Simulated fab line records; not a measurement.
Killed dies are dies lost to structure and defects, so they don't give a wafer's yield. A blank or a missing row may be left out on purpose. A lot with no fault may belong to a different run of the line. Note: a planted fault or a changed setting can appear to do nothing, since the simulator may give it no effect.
fab line records | flow n5Finfet
record lots=7 wafers=21 lastDay=18
route steps=1938 shown MOL_CONTACT_COAG@584 BEOL_M4@1111 PASSIVATION@1936
lots that met no fault: from a run of the same line without faults
startH: the number of hours between the record's first day and the start of the first shown wafer of the lot | waitH: time in hours since the lot's previous step | " unchanged from the row above | L1.1+2: a single row standing in for several wafers | - no value, or no start given | * or withheld: withheld | < > ~ a bound
route shown NAME@n: a module of which the file shows steps, and the number in the route of the first | usual: the fault-free wafers' mean and standard deviation | same: alike in all rows | chamber/n: place in a boat | sites: each site's reading | _std_site: standard deviation of those values | _edge_site: inner sites' mean taken away from outer sites' mean | radiusMm: how far each site lies from the wafer's centre | mask NAME#n: copy n | behind: tool/chamber where the wafer was last shaped | hold: the reason the lot was held/the length of the hold in hours/how it ended | device: names the non-switching transistor (n, p or np) | end of line: tests run on the same wafers once the route is complete | step lacking rows: just its recipe | killed: count of dies lost to structure and defects at first sort (not the wafer's yield) | map: a wafer's dies, marking killed ones x, the rest . and places with no die _
set.NAME: the setting as run; set.NAME@STEP: as run at that earlier step | model.NAME: the simulator's own value behind a step, which no gauge read
a sample of lots followed through the steps of the route, with each step as a table and each wafer as a row
services: when a tool's chamber went out of use (startH, in hours from the record's first day, below 0 if earlier), for how many hours, and the reason
## steps
# step N5_MOL_CONTACT_COAG_ETCHBACK_135
# recipe chemistry=CHF3 target=SiO2 targetDepthA=250 timeS=16.7 ionEnergyEv=200 pressureMtorr=30 sourceW=610 biasW=170 Ar_flow_sccm=200 CHF3_flow_sccm=50
# usual drypumpMotorCurrentA=5.6/0.5 oesProductAu=0.76/0.087 rfVppV=519/12 showerheadPlenumPTorr=2.38/0.084 throttleValvePct=18.67/0.24
# columns lot.wafer tool chamber startH waitH drypumpMotorCurrentA oesProductAu rfHoursCounterH rfVppV showerheadPlenumPTorr throttleValvePct
L258.1 rieDiel-03 2 123.81 0.0 4.7 0.69 227 515 2.34 18.69
L258.2 " 1 " " 5.4 0.93 4 518 2.34 18.23
L258.4 " 1 " " 5.4 0.94 - 518 2.34 18.22
L267.1 rieDiel-03 1 185.81 0.0 5.4 0.87 29 517 2.33 18.25
L267.5 " 3 " " 6.4 0.76 - 515 2.28 18.93
L267.6 " 1 " " 5.4 0.88 - 517 2.33 18.25
L268.1 rieDiel-01 1 186.07 0.0 5.9 0.71 184 540 2.45 18.75
L268.2 " 3 " " 5.7 0.89 9 528 2.33 18.27
L268.5 " 0 " " 6.0 0.68 - 536 2.44 18.73
L271.2 rieDiel-01 3 201.89 0.0 5.7 0.89 14 528 2.33 18.30
L271.3 " 1 " " 5.9 0.71 189 540 2.44 18.80
L271.5 " 1 " " 5.9 0.70 - 538 2.44 18.78
L272.1 rieDiel-05 2 206.04 0.0 6.2 0.69 204 503 2.28 19.04
L272.4 " 3 " " 4.8 0.71 199 521 2.46 18.72
L272.6 " 1 " " 5.4 0.69 - 512 2.35 18.87
L275.1 rieDiel-05 1 229.75 0.0 5.4 0.69 200 512 2.35 18.88
L275.5 " 1 " " 5.4 0.70 - 512 2.35 18.88
L275.6 " 2 " " 6.2 0.70 - 502 2.27 19.04
L276.1 rieDiel-03 1 232.01 0.0 5.4 0.84 46 519 2.33 18.27
L276.2 " 3 " " 6.4 0.75 150 516 2.28 18.96
L276.4 " 0 " " 5.2 0.85 32 528 2.56 18.62
# step N5_MOL_CONTACT_COAG_STRIP_119
# recipe chemistry=N2/H2 timeS=30 powerW=1000 tempC=250 pressureMtorr=withheld n2FlowSccm=1750 h2FlowSccm=3250
# usual drypumpMotorCurrentA=5.87/0.16 heaterPowerW=349/52
# columns lot.wafer tool chamber startH waitH drypumpMotorCurrentA heaterPowerW rfHoursCounterH
L258.1 plasmaAsher-01 0 124.04 0.1 6.03 403 45
L258.2 " 1 " " 5.91 283 45
L258.4 " 1 " " 5.95 279 -
L267.1 plasmaAsher-02 0 186.03 0.1 5.66 306 109
L267.5 " 1 " " 5.96 390 -
L267.6 " 0 " " 5.65 309 -
L268.1 plasmaAsher-01 0 186.29 0.1 6.03 400 58
L268.2 " 1 " " 5.95 271 58
L268.5 " 1 " " 5.99 273 -
L271.2 plasmaAsher-01 1 202.11 0.1 5.97 282 61
L271.3 " 0 " " 6.00 396 -
L271.5 " 1 " " 5.98 279 -
L272.1 plasmaAsher-02 0 206.26 0.1 5.64 312 113
L272.4 " 0 " " 5.66 311 -
L272.6 " 0 " " 5.60 306 -
L275.1 plasmaAsher-02 0 230.07 0.1 5.65 314 117
L275.5 " 0 " " 5.70 312 -
L275.6 " 1 " " 5.94 386 -
L276.1 plasmaAsher-02 0 232.23 0.1 5.61 310 117
L276.2 " 1 " " 5.96 391 117
L276.4 " 0 " " 5.59 304 -
# step N5_MOL_CONTACT_COAG_ETCHBACK_134
# recipe chemistry=CHF3 target=SiO2 targetDepthA=100 timeS=6.7 ionEnergyEv=200 pressureMtorr=30 sourceW=610 biasW=170 Ar_flow_sccm=200 CHF3_flow_sccm=50
# usual drypumpMotorCurrentA=5.6/0.48 oesProductAu=0.78/0.093 rfVppV=523/11 showerheadPlenumPTorr=2.39/0.087 throttleValvePct=18.62/0.25
# columns lot.wafer tool chamber startH waitH drypumpMotorCurrentA oesProductAu rfHoursCounterH rfVppV showerheadPlenumPTorr throttleValvePct
L258.1 rieDiel-01 3 125.37 0.1 5.7 0.65 249 531 2.34 18.73
L258.2 " 1 " " 5.9 0.74 158 540 2.46 18.73
L258.4 " 0 " " 6.0 0.71 - 536 2.45 18.70
L267.1 rieDiel-01 2 187.32 0.1 5.5 0.93 19 519 2.52 18.28
L267.5 " 0 " " 6.0 0.69 - 535 2.44 18.73
L267.6 " 3 " " 5.7 0.90 - 528 2.33 18.29
L268.1 rieDiel-01 3 187.66 0.3 5.7 0.89 10 529 2.33 18.27
L268.2 " 1 " " 5.9 0.70 184 541 2.45 18.77
L268.5 " 2 " " 5.5 0.92 - 520 2.52 18.27
L271.2 rieDiel-01 0 204.00 0.4 6.0 0.69 219 536 2.44 18.74
L271.3 " 2 " " 5.5 0.91 25 518 2.52 18.28
L271.5 " 2 " " 5.6 0.92 - 520 2.52 18.27
L272.1 rieDiel-01 1 207.43 0.1 5.9 0.71 191 539 2.44 18.80
L272.4 " 3 " " 5.7 0.88 17 530 2.33 18.30
L272.6 " 3 " " 5.7 0.89 - 530 2.33 18.26
L275.1 rieDiel-01 0 231.06 0.1 6.0 0.67 229 533 2.43 18.74
L275.5 " 2 " " 5.6 0.89 - 518 2.52 18.29
L275.6 " 3 " " 5.8 0.86 - 529 2.32 18.30
L276.1 rieDiel-01 2 233.15 0.1 5.5 0.89 35 519 2.52 18.31
L276.2 " 3 " " 5.7 0.86 26 529 2.32 18.30
L276.4 " 0 " " 6.0 0.68 230 535 2.43 18.75
# step N5_MOL_CONTACT_COAG_VIA_ETCH_117
# recipe chemistry=C4F6/O2 targetDepthA=400 overetchA=80 maskMaterial=SOC target=SiO2 biasW=455 pressureMtorr=10 timeS=26 sourceW=325 Ar_flow_sccm=300 C4F6_flow_sccm=10 O2_flow_sccm=10 ionEnergyEv=575.3 ends=endPoint
# usual C4F6_flow_sccm=10.00/0.033 O2_flow_sccm=10.000/0.029 drypumpMotorCurrentA=5.6/0.48 oesProductAu=0.70/0.081 rfVppV=1585/30 showerheadPlenumPTorr=2.86/0.11 throttleValvePct=40.9/0.69
# columns lot.wafer tool chamber startH waitH C4F6_flow_sccm O2_flow_sccm drypumpMotorCurrentA oesProductAu rfHoursCounterH rfVppV showerheadPlenumPTorr throttleValvePct
L258.1 rieDiel-01 3 125.53 0.0 10.00 9.989 5.7 0.60 249 1604 2.79 40.7
L258.2 " 1 " " 9.96 9.971 5.9 0.66 158 1632 2.93 40.6
L258.4 " 0 " " 9.95 9.997 6.0 0.64 - 1619 2.92 40.5
L267.1 rieDiel-01 2 187.47 0.0 - - - - - - - -
L267.5 " 0 " " - - - - - - - -
L267.6 " 3 " " - - - - - - - -
L268.1 rieDiel-01 3 187.81 0.0 - - - - - - - -
L268.2 " 1 " " - - - - - - - -
L268.5 " 2 " " - - - - - - - -
L271.2 rieDiel-01 0 204.16 0.0 10.04 10.052 6.0 0.63 219 1619 2.90 40.5
L271.3 " 2 " " 10.02 10.005 5.6 0.81 25 1575 3.01 40.8
L271.5 " 2 " " 10.02 10.037 5.5 0.81 - 1576 3.01 40.8
L272.1 rieDiel-01 1 207.58 0.0 10.01 10.019 5.9 0.64 191 1632 2.91 40.6
L272.4 " 3 " " 9.96 9.962 5.8 0.81 17 1602 2.78 40.0
L272.6 " 3 " " 9.99 10.004 5.7 0.82 - 1604 2.78 40.0
L275.1 rieDiel-01 0 231.22 0.0 10.00 10.040 6.0 0.62 229 1618 2.90 40.5
L275.5 " 2 " " 10.00 9.989 5.5 0.79 - 1577 3.01 40.8
L275.6 " 3 " " 10.01 10.058 5.8 0.80 - 1603 2.77 40.0
L276.1 rieDiel-01 2 233.31 0.0 9.99 9.951 5.5 0.79 35 1576 3.01 40.8
L276.2 " 3 " " 9.98 10.031 5.7 0.80 26 1602 2.77 40.0
L276.4 " 0 " " 10.00 10.015 6.0 0.62 230 1617 2.90 40.6
# step N5_MOL_CONTACT_COAG_ETCH_124
# recipe chemistry=CH3F/O2 target=SiNx targetDepthA=65 maskMaterial=SOC stopOn=SiOC overEtchFrac=0.3 ionEnergyEv=120 pressureMtorr=30 sourceW=395 biasW=73 Ar_flow_sccm=150 CH3F_flow_sccm=30 O2_flow_sccm=20 ends=endPoint
# usual CH3F_flow_sccm=30.01/0.085 O2_flow_sccm=20.00/0.055 drypumpMotorCurrentA=5.6/0.48 oesProductAu=0.67/0.078 rfVppV=297/5.9 showerheadPlenumPTorr=2.01/0.078 throttleValvePct=16.24/0.25
# same overEtchFrac=0.3
# columns lot.wafer tool chamber startH waitH CH3F_flow_sccm O2_flow_sccm drypumpMotorCurrentA oesProductAu rfHoursCounterH rfVppV showerheadPlenumPTorr throttleValvePct
L258.1 rieDiel-01 3 125.56 0.0 30.02 20.04 5.7 0.57 249 299 1.96 16.36
L258.2 " 1 " " 30.04 20.00 5.9 0.62 158 306 2.07 16.35
L258.4 " 0 " " 30.10 20.00 6.0 0.61 - 305 2.07 16.34
L267.1 rieDiel-01 2 187.50 0.0 29.97 20.03 5.6 0.34 19 296 2.13 15.87
L267.5 " 0 " " 30.14 19.93 6.0 0.26 - 304 2.06 16.39
L267.6 " 3 " " 29.88 20.00 5.7 0.34 - 301 1.96 15.85
L268.1 rieDiel-01 3 187.84 0.0 29.99 20.05 5.7 0.35 10 301 1.96 15.86
L268.2 " 1 " " 30.00 19.97 5.9 0.27 184 306 2.06 16.40
L268.5 " 2 " " 30.01 20.00 5.6 0.34 - 296 2.13 15.87
L271.2 rieDiel-01 0 204.19 0.0 30.02 19.99 6.0 0.59 219 305 2.06 16.42
L271.3 " 2 " " 30.01 19.96 5.5 0.77 25 296 2.13 15.88
L271.5 " 2 " " 29.94 19.97 5.5 0.77 - 296 2.13 15.90
L272.1 rieDiel-01 1 207.61 0.0 29.85 19.96 5.9 0.61 191 308 2.06 16.43
L272.4 " 3 " " 30.16 19.98 5.7 0.77 17 300 1.95 15.87
L272.6 " 3 " " 30.02 19.97 5.7 0.77 - 299 1.95 15.89
L275.1 rieDiel-01 0 231.25 0.0 29.85 20.04 6.0 0.60 229 305 2.05 16.44
L275.5 " 2 " " 29.99 19.96 5.5 0.76 - 293 2.12 15.91
L275.6 " 3 " " 30.07 20.02 5.7 0.76 - 300 1.95 15.90
L276.1 rieDiel-01 2 233.34 0.0 30.04 19.96 5.5 0.76 35 295 2.12 15.91
L276.2 " 3 " " 30.07 20.04 5.7 0.75 26 300 1.95 15.89
L276.4 " 0 " " 30.08 19.90 6.0 0.58 230 304 2.05 16.43
# step N5_MOL_CONTACT_COAG_CD_MEAS_101
# recipe targetCdNm=16
# usual cdNm=15.9/0.45
# columns lot.wafer tool chamber startH waitH cdNm
L258.1 cdSem-03 - 125.88 0.0 16.3
L258.2 " - " " 16.3
L258.4 " - " " 16.0
L267.1 cdSem-01 - 187.83 0.0 -
L267.5 " - " " -
L267.6 " - " " -
L268.1 cdSem-02 - 188.16 0.0 -
L268.2 " - " " -
L268.5 " - " " -
L271.2 cdSem-01 - 204.51 0.0 15.7
L271.3 " - " " 15.5
L271.5 " - " " 15.8
L272.1 cdSem-02 - 207.94 0.0 16.7
L272.4 " - " " 17.1
L272.6 " - " " 16.5
L275.1 cdSem-03 - 231.57 0.0 15.2
L275.5 " - " " 15.9
L275.6 " - " " 16.0
L276.1 cdSem-03 - 233.66 0.0 15.5
L276.2 " - " " 16.3
L276.4 " - " " 15.0
# step N5_BEOL_M4_RC_MEAS_101
# usual DIBL_N=37.0/2.3 DIBL_P=37.3/2.8 IOFF_N=0.17/0.046 IOFF_P=0.23/0.054 ION_N=675/14 ION_P=460/9.3 SS_N=71.7/0.73 SS_P=73.6/0.95 VT_N=249/3.9 VT_P=-250/3.9
# columns lot.wafer tool chamber startH waitH DIBL_N[mV/V] DIBL_P[mV/V] IOFF_N[nA/um] IOFF_P[nA/um] ION_N[uA/um] ION_P[uA/um] SS_N[mV/dec] SS_P[mV/dec] VT_N[mV] VT_P[mV]
L258.1 prober-01 0 193.90 0.0 36.7 38.7 0.17 0.26 681 475 70.8 74.1 248 -247
L258.2 " 0 " " 36.7 36.8 0.16 0.21 671 459 71.5 72.5 251 -251
L258.4 " 0 " " 36.5 38.3 0.16 0.25 679 473 71.2 73.6 251 -247
L271.2 prober-02 0 286.35 0.2 33.5 30.7 0.10 0.13 640 440 71.0 72.3 257 -258
L271.3 " 0 " " 36.2 35.0 0.14 0.18 664 452 71.2 73.1 250 -254
L271.5 " 0 " " 37.3 35.0 0.16 0.18 666 448 72.1 73.3 250 -253
L272.1 prober-01 0 286.71 0.0 32.3 33.6 0.11 0.14 657 445 71.2 72.2 256 -257
L272.4 " 0 " " 36.5 38.5 0.18 0.20 679 458 72.3 73.7 249 -252
L272.6 " 0 " " 32.7 34.1 0.12 0.14 663 449 71.1 72.2 254 -258
L275.1 prober-01 0 308.46 0.0 37.8 36.6 0.16 0.20 677 459 71.3 73.3 250 -256
L275.5 " 0 " " 38.4 36.6 0.16 0.21 656 444 71.8 72.9 253 -252
L275.6 " 0 " " 40.4 38.7 0.22 0.24 668 451 72.2 73.2 247 -253
L276.1 prober-02 0 319.71 0.0 37.7 38.9 0.19 0.28 670 460 72.9 73.9 249 -247
L276.2 " 0 " " 40.0 40.9 0.24 0.30 696 474 73.1 74.6 244 -245
L276.4 " 0 " " 35.8 37.0 0.15 0.23 677 471 71.6 73.2 250 -248
# step N5_PASSIVATION_PROBE_49
# usual defectLimitedYield=91.5/1.3 killed_at_M0_to_M3=36/10 killed_at_M4_up=13/4.7 killedAtContacts=13/6.7 killedAtFrontEnd=37/9.7 killedAtOther=2.6/2.3 killedDies=101/15 killedOnRim=14/4.3 killedOpen=67/12 killedShort=32/6.7 sort_bin_5_function=5.0/0.89 sort_bin_6_memory=3.2/0.63 sort_bin_8_speed=0.01/0.03 sortNPass=1079/16 sortYieldPct=91.4/1.4
# same grossDies=1180 killedAtBackSide=0 sort_bin_4_leakage[%]=0
# columns lot.wafer tool chamber startH waitH defectLimitedYield[%] killed_at_M0_to_M3 killed_at_M4_up killedAtContacts killedAtFrontEnd killedAtOther killedDies killedOnRim killedOpen killedShort sort_bin_5_function[%] sort_bin_6_memory[%] sort_bin_8_speed[%] sortNPass sortYieldPct[%]
L267.1 prober-02 - 368.33 0.0 0 28 9 1120 17 6 1180 152 47 21 97.5 2.4 0 0 0
L267.5 prober-02 - 368.53 0.2 0 26 9 1114 27 4 1180 152 49 29 96.6 3.0 0 0 0
L267.6 prober-02 - 368.58 0.3 0 52 8 1079 38 3 1180 152 72 33 95.2 4.2 0 0 0
L268.1 prober-01 - 386.66 0.0 0 43 5 1089 41 2 1180 152 95 37 96.0 3.6 0 0 0
L268.2 prober-01 - 386.71 0.1 0 46 12 1090 31 1 1180 152 82 27 96.4 3.4 0 0 0
L268.5 prober-01 - 386.86 0.2 0 60 12 1066 40 2 1180 152 91 40 95.3 4.1 0 0 0
L271.2 prober-02 - 398.03 0.1 91.5 39 12 2 45 2 100 20 64 35 5.1 3.0 0.17 1078 91.4
L271.3 prober-02 - 398.08 0.1 91.9 43 6 5 39 3 96 10 70 24 5.8 2.3 0 1084 91.9
L271.5 prober-02 - 398.18 0.2 92.8 33 10 13 28 1 85 10 60 25 4.2 3.0 0 1095 92.8
# killed by level:class
L267.1 MOL_CONTACT_COAG:areaEtch=1111 MOL_CONTACT_COAG:geometricParticle:open=7 BEOL_M1:geometricParticle:open=6 BEOL_M0_SAQP:geometricParticle:open=5 FIN_SAQP:geometricParticle:open=4 GATE_CUT:geometricParticle:short=4 BEOL_M3:geometricParticle:open=4 FIN_SAQP:geometricParticle:short=3
L267.5 MOL_CONTACT_COAG:areaEtch=1099 MOL_CONTACT_COAG:geometricParticle:open=13 FIN_SAQP:geometricParticle:short=6 BEOL_M0_SAQP:geometricParticle:open=5 FIN_CUT:geometricParticle:short=4 FIN_SAQP:geometricParticle:open=3 STI_FIN_REVEAL:geometricParticle:open=3 BEOL_M0_SAQP:geometricParticle:short=3
L267.6 MOL_CONTACT_COAG:areaEtch=1073 BEOL_M2:geometricParticle:open=14 BEOL_M0_SAQP:geometricParticle:open=8 BEOL_M3:geometricParticle:open=8 GATE_CUT:geometricParticle:open=7 BEOL_M2:geometricParticle:short=6 DUMMY_GATE:geometricParticle:open=5 MOL_CONTACT_COAG:geometricParticle:open=5
L268.1 MOL_CONTACT_COAG:areaEtch=1048 MOL_CONTACT_COAG:geometricParticle:open=30 BEOL_M1:geometricParticle:open=14 MOL_CONTACT_COAG:geometricParticle:short=11 FIN_SAQP:geometricParticle:open=9 STI_FIN_REVEAL:geometricParticle:open=9 BEOL_M2:geometricParticle:open=9 BEOL_M0:geometricParticle:open=5
L268.2 MOL_CONTACT_COAG:areaEtch=1071 MOL_CONTACT_COAG:geometricParticle:open=15 FIN_SAQP:geometricParticle:open=10 BEOL_M1:geometricParticle:open=10 BEOL_M2:geometricParticle:open=10 BEOL_M0_SAQP:geometricParticle:short=8 BEOL_M0_SAQP:geometricParticle:open=7 FIN_SAQP:geometricParticle:short=6
L268.5 MOL_CONTACT_COAG:areaEtch=1048 BEOL_M0_SAQP:geometricParticle:open=17 BEOL_M0_SAQP:geometricParticle:short=14 MOL_CONTACT_COAG:geometricParticle:open=13 BEOL_M2:geometricParticle:open=11 FIN_SAQP:geometricParticle:open=9 FIN_SAQP:geometricParticle:short=7 BEOL_M4:geometricParticle:open=7
L271.2 DUMMY_GATE:geometricParticle:open=8 STI_FIN_REVEAL:geometricParticle:open=7 BEOL_M0_SAQP:geometricParticle:short=7 BEOL_M2:geometricParticle:open=7 GATE_CUT:geometricParticle:short=6 BEOL_M3:geometricParticle:open=6 BEOL_M1:geometricParticle:open=6 FIN_SAQP:geometricParticle:open=5
L271.3 BEOL_M3:geometricParticle:open=13 FIN_SAQP:geometricParticle:open=10 GATE_CUT:geometricParticle:short=9 BEOL_M1:geometricParticle:open=8 DUMMY_GATE:geometricParticle:open=7 MOL_CONTACT_COAG:geometricParticle:open=5 BEOL_M2:geometricParticle:open=5 BEOL_M0:geometricParticle:open=5
L271.5 MOL_CONTACT_COAG:geometricParticle:open=10 BEOL_M2:geometricParticle:open=8 FIN_SAQP:geometricParticle:open=5 FIN_SAQP:geometricParticle:short=5 BEOL_M0_SAQP:geometricParticle:open=5 BEOL_M1:geometricParticle:open=5 DUMMY_GATE:geometricParticle:open=4 GATE_CUT:geometricParticle:short=4
## services
# columns tool chamber startH hours kind
rieDiel-01 2 119.57 - clean
rieDiel-01 2 119.57 - consumableReplace:focusRing
rieDiel-01 2 119.57 - consumableReplace:showerhead
rieDiel-01 2 119.57 18.6 scheduledDown
rieDiel-01 2 119.57 18.6 ventCycle
rieDiel-03 0 123.05 - clean
rieDiel-03 0 123.05 - consumableReplace:focusRing
rieDiel-03 0 123.05 - consumableReplace:showerhead
rieDiel-03 0 123.05 20.3 scheduledDown
rieDiel-03 0 123.05 20.3 ventCycle
rieDiel-01 3 138.40 - clean
rieDiel-01 3 138.40 - consumableReplace:focusRing
rieDiel-01 3 138.40 15.9 scheduledDown
rieDiel-01 3 138.40 15.9 ventCycle
rieDiel-03 2 183.21 - clean
rieDiel-03 2 183.21 - consumableReplace:focusRing
rieDiel-03 2 183.21 17.9 scheduledDown
rieDiel-03 2 183.21 17.9 ventCycle
rieDiel-05 3 226.98 4.9 repair
## key
firstSign step=N5_MOL_CONTACT_COAG_VIA_ETCH_117 reading=toolRecord direction=missing
effect step=N5_MOL_CONTACT_COAG_ETCH_124 reading=oesProductAu direction=down sigmas=4.5 usual=0.67 struck=0.32
effect step=N5_MOL_CONTACT_COAG_CD_MEAS_101 reading=cdNm direction=missing
effect step=N5_PASSIVATION_PROBE_49 reading=killedAtContacts direction=up sigmas=99+ usual=13 struck=1093
moreKillsBornAt N5_MOL_CONTACT_COAG_VIA_ETCH_117@rieDiel-01=6450
metAt N5_MOL_CONTACT_COAG_VIA_ETCH_117
struckLots L267,L268
laterRowsLeftOut L267.1,L267.5,L267.6,L268.1,L268.2,L268.5
notActingAt N5_MOL_CONTACT_COAG_ETCHBACK_135,N5_MOL_CONTACT_COAG_STRIP_119,N5_MOL_CONTACT_COAG_ETCHBACK_134
onsetBetween 125.53 187.47
fault kind=skippedStepWhole tool=rieDiel-01 chamber=- onsetH=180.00 steps=N5_MOL_CONTACT_COAG_VIA_ETCH_117 scope=struckLotsOnly
# laterRowsLeftOut: the simulator's readings of these wafers behind a module that went badly wrong aren't trusted and aren't shown, but for the sort
